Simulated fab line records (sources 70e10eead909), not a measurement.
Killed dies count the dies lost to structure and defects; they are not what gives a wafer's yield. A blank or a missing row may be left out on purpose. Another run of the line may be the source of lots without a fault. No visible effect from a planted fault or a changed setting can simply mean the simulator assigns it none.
Struck lot and sound lot, side by side ; flow nand_harc ; 22 steps out of a route of 1302
Sound: wafers L258.1, L258.3, L258.6. Struck: wafer L270.3. (L270.2, L270.4 of the same lot were not struck and are left out.) The cause comes at the end.
At each step with rows: each side's tool, then ch and its chambers, then its first start. Under that, the readings that differ: sound wafers ; struck wafers ; difference of the means ; sigmas: that difference in standard deviations of wafers without a fault.
alike: words and numbers the same on both sides, and readings whose means are apart by under 2 such deviations; not compared: readings that were withheld, readings missing a value for some wafer, numbers with overlapping values and no deviation given by the record, and bounds like >300 which may hide the same value.
A row with sigmas, a row that says differs or no value, or rows on one side alone: a step with any of these is where the two part. Non-overlapping numbers with no deviation appear without sigmas and do not part them. A reading that every wafer of one side lacks parts them only if that side has two wafers or more.

first, 11 steps without rows for these wafers: NHARC_A_CHANNEL_HOLE_D2_DESCUM_15 (chemistry O2, time 3 s); NHARC_A_CHANNEL_HOLE_D2_ETCH_38 (etches the open film in CF4, target depth 39 nm, time 65 s); NHARC_A_CHANNEL_HOLE_D2_ETCH_39 (etches the open film in N2/H2, target depth 260 nm, time 325 s); NHARC_A_CHANNEL_HOLE_D2_ETCH_34 (etches the open film in CF4/CHF3, target depth 154 nm, time 77 s); NHARC_A_CHANNEL_HOLE_D2_ETCH_16 (etches the open film in O2/COS, target depth 3100 nm, time 806 s); NHARC_A_CHANNEL_HOLE_D2_ETCH_19 (etches the open film in C4F8/O2/Ar, time 34.5 s); NHARC_A_CHANNEL_HOLE_D2_ETCH_20 (etches the open film in C4F8/O2/Ar, time 361.9 s, target depth 1600 nm); NHARC_A_CHANNEL_HOLE_D2_ETCH_21 (etches the open film in C4F8/O2/Ar, time 514.3 s, target depth 1600 nm); NHARC_A_CHANNEL_HOLE_D2_ETCH_22 (etches the open film in C4F8/O2/Ar, time 666.7 s, target depth 1600 nm); NHARC_A_CHANNEL_HOLE_D2_ETCH_23 (etches the open film in C4F8/O2/Ar, time 819 s, target depth 1600 nm); NHARC_A_CHANNEL_HOLE_D2_ETCH_24 (etches the open film in C4F8/O2/Ar, time 906.2 s, target depth 1500 nm).
NHARC_A_CHANNEL_HOLE_D2_ETCH_25: etches the open film in C4F8/O2/Ar, time 1040.2 s, target depth 1500 nm.
  sound on har_etch-01 ch 0,1, day 18 14:29; struck on har_etch-01 ch 1, day 20 21:53
  alike: chamber_pressure_mTorr, drypump_motor_current_A, showerhead_plenum_p_Torr, throttle_valve_pct
  not compared: rf_hours_counter_h
then, 5 steps without rows for these wafers: NHARC_A_CHANNEL_HOLE_D2_ETCH_26 (etches the open film in C4F8/O2/Ar, time 224.1 s, target depth 300 nm); NHARC_A_CHANNEL_HOLE_D2_ETCH_27 (etches the open film in C4F8/O2/Ar, time 90 s, target depth 400 nm); NHARC_A_CHANNEL_HOLE_D2_STRIP_41 (strips in N2/H2); NHARC_A_CHANNEL_HOLE_D2_STRIP_42 (strips in CF4/CHF3); NHARC_A_CHANNEL_HOLE_D2_STRIP_43 (strips in O2/COS).
NHARC_A_CHANNEL_HOLE_D2_ETCH_44: etches the open film in CF4/O2, target depth 140 nm, overetch 14 nm, time 77 s.
  sound on rie_diel-11 ch 0,1,3, day 18 16:10; struck on rie_diel-11 ch 3, day 20 23:42
reading;sound;struck;difference;sigmas
rf_vpp_V (V);196.4 197.4 198.2;200.1;+2.8;+2
model.A_CHANNEL_HOLE_D2.cd_nm (nm);89.2 88.36 89.19;86.19;-2.73;
  alike: chamber_pressure_mTorr, drypump_motor_current_A, oes_ar_750_au, oes_product_au, showerhead_plenum_p_Torr, throttle_valve_pct
  not compared: rf_hours_counter_h
then, 3 steps without rows for these wafers: NHARC_A_CHANNEL_HOLE_D2_STRIP_28 (strips in O2); NHARC_A_CHANNEL_HOLE_D2_PRECLEAN_29 (cleans in SC1); NHARC_A_CHANNEL_HOLE_D2_SRD_30.
NHARC_A_CHANNEL_HOLE_D2_XSEM_32:
  sound on xsem-02 ch 0, day 18 17:05; struck on xsem-01 ch 0
reading;sound;struck;difference;sigmas
tilt_deg (degrees);0.08 0.08 0.08;-0.03;-0.11;-3
  alike: bot_cd_nm
  not compared: bow_nm

WHERE THEY PART
Earliest at NHARC_A_CHANNEL_HOLE_D2_ETCH_44; latest, in this record, at NHARC_A_CHANNEL_HOLE_D2_XSEM_32.

WHY: the cause the simulator had injected
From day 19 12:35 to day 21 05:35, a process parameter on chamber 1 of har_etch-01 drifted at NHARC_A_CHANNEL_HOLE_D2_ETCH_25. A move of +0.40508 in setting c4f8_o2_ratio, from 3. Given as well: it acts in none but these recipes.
